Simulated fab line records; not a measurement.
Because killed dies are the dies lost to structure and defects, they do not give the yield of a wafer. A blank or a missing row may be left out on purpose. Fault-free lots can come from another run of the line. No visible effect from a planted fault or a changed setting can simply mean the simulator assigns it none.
Which tool was responsible? :: flow n5Finfet :: at 1 step of a route of 1938, 10 lots with 25 wafers sampled

## WHAT EACH GAUGE READ, for each wafer
N5_BEOL_M0_SAQP_INSPECT_16: inspects for defects (brightfield).
lot: L379
measured: day 5 17:17
on: defectInspect-02
rawDefectCount: 265 478 242

lot: L380
measured: day 5 20:05
on: defectInspect-01
rawDefectCount: 530 775 681

lot: L385
measured: day 7 05:30
on: defectInspect-02
rawDefectCount: 512 380 442

lot: L386
measured: day 7 13:56
on: defectInspect-01
rawDefectCount: 620 671

lot: L387
measured: day 7 18:19
on: defectInspect-02
rawDefectCount: 463 436 344

lot: L395
measured: day 9 17:16
on: defectInspect-02
rawDefectCount: 812 562

lot: L396
measured: day 9 22:55
on: defectInspect-02
rawDefectCount: 468 459

lot: L399
measured: day 10 20:47
on: defectInspect-02
rawDefectCount: 556 635

lot: L400
measured: day 11 23:40
on: defectInspect-02
rawDefectCount: 598 253

lot: L401
measured: day 12 00:21
on: defectInspect-02
rawDefectCount: 431 333 501

## WHAT TOOL EACH LOT RAN ON (gives the tool, then ch and the chambers of the sampled wafers, and finally the start)
The record holds no process step before these readings.

## THE ANSWER, worked out from the rows above alone
Rule: the usual values come from the lots themselves. Put in order of their means at a reading, lots are off if they are a third of the lots or fewer, leave a main group of 4 or more, and stand apart from it by a gap of 3 or more times the standard deviation of the main group's means; of several such gaps the widest counts. The tables above print the reading to a certain number of digits; a main group whose means all agree to those digits is not used. Also off: a lot with no number at a reading for which 4 or more lots have one. All remaining lots with rows at the step are treated as sound.
No lot is off at any reading shown: from this, nothing can be told.

## WHAT WAS PUT IN BY THE SIMULATOR
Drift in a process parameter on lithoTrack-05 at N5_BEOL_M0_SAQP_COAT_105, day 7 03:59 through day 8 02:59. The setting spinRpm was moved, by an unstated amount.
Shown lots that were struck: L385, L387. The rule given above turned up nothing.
